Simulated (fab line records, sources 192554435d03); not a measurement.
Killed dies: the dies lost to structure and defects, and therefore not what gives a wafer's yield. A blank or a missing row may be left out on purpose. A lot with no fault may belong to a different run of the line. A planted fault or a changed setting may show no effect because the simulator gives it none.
The tool behind it: which one?	flow n5 finfet	Sampling: 18 lots, 54 wafers, 6 of 1938 route steps

== WHAT THE GAUGES SHOWED, per wafer ==
The record lacks any reading of a measuring or inspecting step that a usual standard deviation could be used to judge.

== WHICH TOOL RAN EACH LOT (tool, then ch and the chambers of the sampled wafers, then the start) ==
lot	N5_FIN_SAQP_DESCUM_21	N5_FIN_SAQP_MANDREL_ETCH_58	N5_FIN_CUT_ETCH_21	N5_FIN_CUT_STRIP_22	N5_STI_FIN_REVEAL_CMP_04	N5_STI_FIN_REVEAL_STRIP_24
L074	rie diel-04 ch 1,3, day 1 22:19	rie si-01 ch 0,3, day 2 00:44	rie diel-06 ch 0,1,2, day 2 03:46	rie diel-03 ch 0,1,2, day 2 04:47	cmp-03 ch 1,2,3, day 2 10:23	rie diel-01 ch 0,1,2, day 2 11:10
L075	rie diel-04 ch 0,2, day 2 03:29	rie si-02 ch 1,3, day 2 05:43	rie diel-03 ch 0,3, day 2 08:18	rie diel-06 ch 0,2, day 2 08:58	cmp-01 ch 0,2, day 2 14:17	rie diel-01 ch 0,1,2, day 2 14:51
L076	rie diel-04 ch 1,2,3, day 2 10:04	rie si-04 ch 0,1,2, day 2 12:16	rie diel-05 ch 1,2,3, day 2 14:43	rie diel-05 ch 0,1,2, day 2 15:23	cmp-03 ch 0,1,2, day 2 20:40	rie diel-02 ch 0,1,2, day 2 21:16
L077	rie diel-04 ch 0,2, day 2 15:58	rie si-01 ch 0,1,3, day 2 18:56	rie diel-05 ch 0,1,2, day 2 21:31	rie diel-03 ch 0,3, day 2 22:13	cmp-01 ch 0,2,3, day 3 04:11	rie diel-01 ch 1,2,3, day 3 04:42
L079	rie diel-04 ch 0,1,2, day 3 04:44	rie si-01 ch 0,1,3, day 3 07:01	rie diel-03 ch 1,2,3, day 3 09:29	rie diel-05 ch 1,2,3, day 3 10:17	cmp-01 ch 1,2,3, day 3 15:37	rie diel-02 ch 0,1,2, day 3 16:17
L082	rie diel-01 ch 0,1,3, day 3 22:22	rie si-04 ch 1,2,3, day 4 00:50	rie diel-06 ch 1,2,3, day 4 04:59	rie diel-03 ch 0,2,3, day 4 05:58	cmp-02 ch 1,2,3, day 4 12:49	rie diel-01 ch 0,1,3, day 4 13:23
L083	rie diel-04 ch 0,1, day 4 04:41	rie si-01 ch 1,2, day 4 06:54	rie diel-06 ch 0,1,3, day 4 09:35	rie diel-05 ch 0,1,2, day 4 10:14	cmp-03 ch 0,2, day 4 15:38	rie diel-01 ch 0,3, day 4 16:14
L084	rie diel-02 ch 1,2,3, day 4 10:29	rie si-01 ch 0,1,3, day 4 12:41	rie diel-03 ch 0,2,3, day 4 15:17	rie diel-06 ch 0,1,2, day 4 15:56	cmp-02 ch 1,2, day 4 22:05	rie diel-01 ch 0,1, day 4 22:41
L085	rie diel-02 ch 0,1,3, day 4 16:44	rie si-01 ch 0,2, day 4 19:08	rie diel-06 ch 2,3, day 4 22:05	rie diel-03 ch 0,1,2, day 4 22:45	cmp-02 ch 0,1,3, day 5 05:11	rie diel-04 ch 0,2, day 5 05:56
L086	rie diel-04 ch 1,3, day 4 22:25	rie si-01 ch 0,2, day 5 01:43	rie diel-05 ch 1,2,3, day 5 05:21	rie diel-03 ch 0,1,3, day 5 06:04	cmp-03 ch 1,2,3, day 5 12:03	rie diel-04 ch 0,2, day 5 12:41
L087	rie diel-02 ch 1,3, day 5 05:23	rie si-02 ch 0,1,2, day 5 08:27	rie diel-06 ch 0,1,3, day 5 11:25	rie diel-06 ch 0,1,3, day 5 12:05	cmp-02 ch 0,1,2, day 5 18:07	rie diel-04 ch 0,2, day 5 18:44
L090	rie diel-01 ch 1,2,3, day 5 22:50	rie si-02 ch 0,1, day 6 01:02	rie diel-03 ch 0,1, day 6 03:45	rie diel-06 ch 1,2,3, day 6 04:32	cmp-02 ch 1,2,3, day 6 09:57	rie diel-02 ch 0,1, day 6 10:30
L092	rie diel-01 ch 0,3, day 6 11:36	rie si-01 ch 0,2,3, day 6 13:49	rie diel-06 ch 1,2,3, day 6 16:17	rie diel-05 ch 1,2, day 6 16:56	cmp-01 ch 1,2,3, day 6 22:18	rie diel-02 ch 1,2,3, day 6 22:54
L093	rie diel-04 ch 1,2,3, day 6 17:28	rie si-01 ch 1,2, day 6 19:45	rie diel-05 ch 1,2, day 6 22:35	rie diel-03 ch 0,3, day 6 23:14	cmp-02 ch 2,3, day 7 04:38	rie diel-04 ch 1,3, day 7 05:10
L094	rie diel-01 ch 0,2,3, day 6 21:57	rie si-02 ch 0,1,3, day 7 00:08	rie diel-03 ch 0,2,3, day 7 02:55	rie diel-03 ch 2,3, day 7 03:35	cmp-01 ch 0,1,2, day 7 08:52	rie diel-04 ch 0,1,3, day 7 09:26
L095	rie diel-02 ch 1,2, day 7 05:05	rie si-01 ch 0,1,2, day 7 07:44	rie diel-06 ch 0,2,3, day 7 11:07	rie diel-05 ch 1,2, day 7 11:46	cmp-01 ch 1,2,3, day 7 17:11	rie diel-01 ch 0,1,2, day 7 17:43
L096	rie diel-02 ch 1,2, day 7 10:41	rie si-02 ch 0,3, day 7 12:59	rie diel-06 ch 1,3, day 7 15:34	rie diel-05 ch 0,1,3, day 7 16:22	cmp-02 ch 0,1,2, day 7 21:44	rie diel-01 ch 0,1, day 7 22:14
L097	rie diel-02 ch 0,1,3, day 7 15:49	rie si-02 ch 0,1,3, day 7 18:11	rie diel-06 ch 0,1, day 7 21:02	rie diel-05 ch 1,2, day 7 21:42	cmp-01 ch 1,2, day 8 02:59	rie diel-02 ch 2,3, day 8 03:33
- N5_FIN_SAQP_DESCUM_21: chemistry O2, time 7.9 s.
- N5_FIN_SAQP_MANDREL_ETCH_58: etches a-Si in HBr/Cl2, stops on SiNx, target depth 45 nm, bt time 10 s, time 27 s.
- N5_FIN_CUT_ETCH_21: etches SOC in N2/H2, target depth 219 nm, overetch 43.8 nm, time 523.5 s.
- N5_FIN_CUT_STRIP_22: strips in N2/H2.
- N5_STI_FIN_REVEAL_CMP_04: polishes, stops on Si3N4, t overpolish 4 s, target thk 131.83 nm.
- N5_STI_FIN_REVEAL_STRIP_24: strips in N2/H2, time 90 s.

== AS READ BY THE TOOLS THEMSELVES (means over the sampled wafers that have a number; for cases with no such wafer, the mark the record gives instead) ==
N5_FIN_SAQP_DESCUM_21. Usual: chamber pressure mTorr 19.999 mTorr, standard deviation 0.021; drypump motor current A 5.6 A, standard deviation 0.43; oes product au 0.78 a.u., standard deviation 0.096; rf vpp V 243.3 V, standard deviation 1.2; showerhead plenum p Torr 2.09 Torr, standard deviation 0.062; throttle valve pct 20.3 %, standard deviation 0.32.
lot	tool	chamber pressure mTorr (mTorr)	drypump motor current A (A)	oes product au (a.u.)	rf vpp V (V)	showerhead plenum p Torr (Torr)	throttle valve pct (%)	flag
L074	rie diel-04	20.001	5.3	0.71	242.0	2.05	20.7	
L075	rie diel-04	20.002	5.6	0.79	243.6	2.10	20.4	
L076	rie diel-04	19.994	5.3	0.78	242.7	2.10	20.5	
L077	rie diel-04	19.995	5.2	0.86	243.7	2.12	20.3	
L079	rie diel-04	19.986	5.3	0.78	242.3	2.07	20.5	
L082	rie diel-01	19.997	5.3	0.76	243.5	2.15	20.0	
L083	rie diel-04	20.012	5.6	0.69	242.4	2.04	20.6	
L084	rie diel-02	19.977	5.9	0.75	242.8	2.06	20.2	
L085	rie diel-02	20.012	5.9	0.76	242.6	2.05	20.4	
L086	rie diel-04	20.007	5.5	0.70	243.4	2.10	20.6	
L087	rie diel-02	19.997	5.9	0.78	242.5	2.07	20.3	
L090	rie diel-01	20.003	5.3	0.83	243.8	2.13	20.1	
L092	rie diel-01	20.016	5.1	0.77	244.1	2.11	19.9	
L093	rie diel-04	20.002	5.3	0.84	243.9	2.18	20.3	
L094	rie diel-01	19.990	5.4	0.83	243.8	2.13	20.1	
L095	rie diel-02	20.018	5.6	0.84	242.3	2.05	19.9	
L096	rie diel-02	19.997	5.7	0.84	243.1	2.04	20.0	
L097	rie diel-02	20.001	5.9	0.83	242.9	2.04	20.2	

N5_FIN_SAQP_MANDREL_ETCH_58. Usual: HBr_flow_sccm 150.0 sccm, standard deviation 0.44; chamber pressure mTorr 10.000 mTorr, standard deviation 0.0089; drypump motor current A 5.5 A, standard deviation 0.42; oes product au 0.697 a.u., standard deviation 0.015; throttle valve pct 35.4 %, standard deviation 0.41.
lot	tool	HBr_flow_sccm (sccm)	chamber pressure mTorr (mTorr)	drypump motor current A (A)	oes product au (a.u.)	throttle valve pct (%)	flag
L074	rie si-01	149.7	10.004	5.8	0.684	35.5	
L075	rie si-02	149.7	10.000	5.5	0.695	35.6	
L076	rie si-04	150.2	10.008	5.3	0.700	35.4	
L077	rie si-01	149.7	10.003	5.8	0.700	35.5	
L079	rie si-01	150.1	9.995	5.8	0.683	35.5	
L082	rie si-04	150.0	10.007	5.3	0.711	35.3	
L083	rie si-01	150.2	9.998	6.0	0.698	35.1	
L084	rie si-01	150.0	9.997	5.7	0.690	35.5	
L085	rie si-01	150.0	10.002	5.9	0.707	34.7	
L086	rie si-01	150.1	9.999	5.9	0.710	34.7	
L087	rie si-02	149.7	9.997	5.3	0.696	35.6	
L090	rie si-02	150.2	10.003	5.5	0.709	35.5	
L092	rie si-01	150.2	9.997	5.9	0.699	35.1	
L093	rie si-01	149.7	9.995	6.0	0.700	35.4	
L094	rie si-02	150.2	10.005	5.5	0.704	35.7	
L095	rie si-01	150.0	10.006	5.8	0.701	35.1	
L096	rie si-02	150.8	9.992	5.5	0.709	35.8	
L097	rie si-02	149.8	10.009	5.5	0.701	35.7	

N5_FIN_CUT_ETCH_21. Usual: chamber pressure mTorr 29.999 mTorr, standard deviation 0.028; drypump motor current A 5.8 A, standard deviation 0.49; oes product au 0.68 a.u., standard deviation 0.034; rf vpp V 241.0 V, standard deviation 1.3; showerhead plenum p Torr 2.59 Torr, standard deviation 0.091; throttle valve pct 17.84 %, standard deviation 0.25.
lot	tool	chamber pressure mTorr (mTorr)	drypump motor current A (A)	oes product au (a.u.)	rf vpp V (V)	showerhead plenum p Torr (Torr)	throttle valve pct (%)	flag
L074	rie diel-06	30.007	6.1	0.70	240.4	2.58	17.67	
L075	rie diel-03	29.963	5.9	0.68	241.8	2.67	18.10	
L076	rie diel-05	29.984	5.9	0.68	241.6	2.62	17.96	
L077	rie diel-05	30.017	5.6	0.71	242.3	2.66	17.78	
L079	rie diel-03	29.995	6.0	0.68	240.9	2.63	18.20	
L082	rie diel-06	29.997	5.9	0.70	240.3	2.50	17.69	
L083	rie diel-06	30.023	5.5	0.67	241.3	2.56	17.64	
L084	rie diel-03	29.985	5.8	0.70	241.8	2.64	18.16	
L085	rie diel-06	30.001	5.7	0.71	238.9	2.43	17.74	
L086	rie diel-05	29.994	5.8	0.67	241.5	2.62	17.99	
L087	rie diel-06	29.998	5.5	0.67	240.8	2.56	17.64	
L090	rie diel-03	30.019	6.2	0.64	241.9	2.65	18.11	
L092	rie diel-06	30.016	5.9	0.68	240.2	2.50	17.71	
L093	rie diel-05	29.991	5.5	0.67	241.5	2.66	18.05	
L094	rie diel-03	30.005	5.8	0.68	240.9	2.63	18.19	
L095	rie diel-06	29.983	5.9	0.68	240.5	2.50	17.78	
L096	rie diel-06	29.987	5.5	0.65	240.0	2.55	17.64	
L097	rie diel-06	30.024	5.7	0.65	241.0	2.62	17.63	

N5_FIN_CUT_STRIP_22. Usual: chamber pressure mTorr 49.97 mTorr, standard deviation 0.14; drypump motor current A 5.8 A, standard deviation 0.48; oes product au 0.74 a.u., standard deviation 0.044; rf vpp V 54.4 V, standard deviation 2.1; showerhead plenum p Torr 3.44 Torr, standard deviation 0.099; throttle valve pct 19.2 %, standard deviation 0.46.
lot	tool	chamber pressure mTorr (mTorr)	drypump motor current A (A)	oes product au (a.u.)	rf vpp V (V)	showerhead plenum p Torr (Torr)	throttle valve pct (%)	flag
L074	rie diel-03	50.02	6.0	0.77	55.7	3.48	19.3	
L075	rie diel-06	50.02	6.4	0.79	56.2	3.34	19.1	
L076	rie diel-05	49.95	5.6	0.76	55.2	3.51	19.1	
L077	rie diel-03	49.96	5.9	0.73	55.4	3.52	19.6	
L079	rie diel-05	49.81	5.9	0.72	52.6	3.46	19.4	
L082	rie diel-03	50.01	5.8	0.74	53.7	3.48	19.6	
L083	rie diel-05	49.99	5.6	0.76	53.4	3.50	19.1	
L084	rie diel-06	49.91	6.1	0.75	56.1	3.40	18.9	
L085	rie diel-03	50.00	6.0	0.74	55.4	3.47	19.3	
L086	rie diel-03	50.09	6.1	0.71	53.5	3.50	19.7	
L087	rie diel-06	50.08	5.5	0.72	56.6	3.38	18.7	
L090	rie diel-06	49.90	5.9	0.76	54.6	3.30	18.8	
L092	rie diel-05	49.92	5.9	0.74	52.5	3.50	19.5	
L093	rie diel-03	50.06	5.9	0.71	54.6	3.50	19.9	
L094	rie diel-03	49.98	5.7	0.75	55.6	3.44	19.6	
L095	rie diel-05	50.19	5.5	0.72	52.0	3.50	19.4	
L096	rie diel-05	49.84	5.5	0.70	53.0	3.44	19.1	
L097	rie diel-05	49.90	6.0	0.72	54.2	3.49	19.5	

N5_STI_FIN_REVEAL_CMP_04. Usual: motor current A 8.4 A, standard deviation 1.1; overpolish run s 4.000 s, standard deviation 0.0094; pad life wafers 922, standard deviation 480; time to endpoint s 104 s, standard deviation 5.6.
lot	tool	motor current A (A)	overpolish run s (s)	pad life wafers	time to endpoint s (s)	flag
L074	cmp-03	7.8	4.005	2120	104	
L075	cmp-01	9.1	4.000	644	104	
L076	cmp-03	8.4	4.003	25	96	
L077	cmp-01	9.6	4.002	758	104	
L079	cmp-01	9.7	3.997	842	108	
L082	cmp-02	7.5	3.996	685	102	
L083	cmp-03	7.8	4.001	374	98	
L084	cmp-02	7.9	4.005	774	104	
L085	cmp-02	8.6	4.002	824	102	
L086	cmp-03	7.9	4.000	536	105	
L087	cmp-02	7.7	4.003	866	104	
L090	cmp-02	8.0	3.998	951	107	
L092	cmp-01	9.3	4.007	1454	109	
L093	cmp-02	6.9	4.004	1100	108	
L094	cmp-01	9.1	4.009	1544	107	
L095	cmp-01	9.3	4.000	1617	105	
L096	cmp-02	8.0	3.995	1238	107	
L097	cmp-01	9.6	4.002	1706	109	

N5_STI_FIN_REVEAL_STRIP_24. Usual: chamber pressure mTorr 99.99 mTorr, standard deviation 0.092; drypump motor current A 5.6 A, standard deviation 0.43; oes product au 0.79 a.u., standard deviation 0.097; rf vpp V 45.4 V, standard deviation 0.87; showerhead plenum p Torr 3.40 Torr, standard deviation 0.093; throttle valve pct 12.13 %, standard deviation 0.27.
lot	tool	chamber pressure mTorr (mTorr)	drypump motor current A (A)	oes product au (a.u.)	rf vpp V (V)	showerhead plenum p Torr (Torr)	throttle valve pct (%)	flag
L074	rie diel-01	99.94	5.6	0.73	45.4	3.48	12.22	
L075	rie diel-01	99.91	5.6	0.73	44.9	3.48	12.22	
L076	rie diel-02	100.02	5.9	0.74	45.2	3.32	12.22	
L077	rie diel-01	100.06	5.3	0.74	44.8	3.45	12.15	
L079	rie diel-02	100.06	5.9	0.74	44.8	3.31	12.25	
L082	rie diel-01	99.93	5.3	0.75	44.9	3.47	12.03	
L083	rie diel-01	100.02	5.4	0.78	46.3	3.49	11.99	
L084	rie diel-01	99.95	5.6	0.73	45.3	3.50	12.14	
L085	rie diel-04	100.09	5.6	0.76	45.1	3.36	12.26	
L086	rie diel-04	100.07	5.6	0.76	44.9	3.35	12.27	
L087	rie diel-04	99.99	5.3	0.83	46.5	3.41	12.11	
L090	rie diel-02	100.02	5.9	0.93	45.2	3.30	12.02	
L092	rie diel-02	99.94	5.9	0.81	46.1	3.31	11.97	
L093	rie diel-04	100.03	5.3	0.85	45.3	3.57	12.13	
L094	rie diel-04	100.02	5.5	0.76	45.0	3.46	12.31	
L095	rie diel-01	100.07	5.6	0.88	45.0	3.46	11.90	
L096	rie diel-01	99.96	5.6	0.81	45.0	3.48	11.99	
L097	rie diel-02	99.96	6.2	0.83	44.4	3.32	11.91	

== THE ANSWER, worked out from the rows above alone ==
Rule: lot off if the mean of its wafers having a number is beyond 3 standard deviations from the usual mean. A lot without any number at a reading at which 4 lots or more have one is off too. Any other lot the step has rows for is counted as sound. Order of review: gauges by route order, followed by the tools' own readings, for which a lot's mean as printed above is used. At the first step where some lot is off, the reading lying furthest off is the one used; lots without a number count as furthest.
None of the lots is off at any reading shown; this tells nothing.

== WHAT THE SIMULATOR HAD INSERTED ==
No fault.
